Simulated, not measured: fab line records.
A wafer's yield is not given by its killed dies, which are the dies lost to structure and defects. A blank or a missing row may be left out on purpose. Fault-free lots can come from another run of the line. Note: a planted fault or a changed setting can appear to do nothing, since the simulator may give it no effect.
Chamber matching    flow n5Finfet    rieDiel-06 running N5_BEOL_M13_DESCUM_33: 4 sister chambers
The step chemistry O2, time 7.9 s. 4 wafers are shown with their chamber, then 8 later ones without.

== WAFERS PAIRED WITH THEIR CHAMBERS ==
wafer   chamber  showerheadPlenumPTorr (Torr)
L078.1  2        2.13
L080.5  0        2.05
L082.1  3        2.19
L086.3  1        2.00

== WAFERS WHOSE CHAMBER IS MISSING ==
wafer   showerheadPlenumPTorr (Torr)
L086.5  2.18
L086.6  2.13
L094.1  2.12
L094.3  2.18
L094.4  2.00
L096.1  1.99
L096.5  2.18
L096.6  1.99

== WHICH CHAMBER EACH WENT THROUGH ==
wafer   from the rows above  in truth
L086.5  3                    3
L086.6  2                    2
L094.1  2                    2
L094.3  3                    3
L094.4  1                    1
L096.1  1                    1
L096.5  3                    3
L096.6  1                    1
Correct placement for 8 of the 8. Number that these rows cannot place: 0. Number placed wrongly: 0.
How it was worked out, from the rows above alone: a wafer's distance from a chamber is the root of the sum, over the readings, of the square of ((its reading less the chamber's mean) divided by the reading's scatter). If the next closest chamber is less than 2 further off than the closest, the wafer can't be placed; otherwise it belongs to the closest. Each chamber's mean is taken over the wafers shown for it. The scatter: root of mean squared gap, hidden wafer to nearest shown wafer, with one shown wafer a chamber.
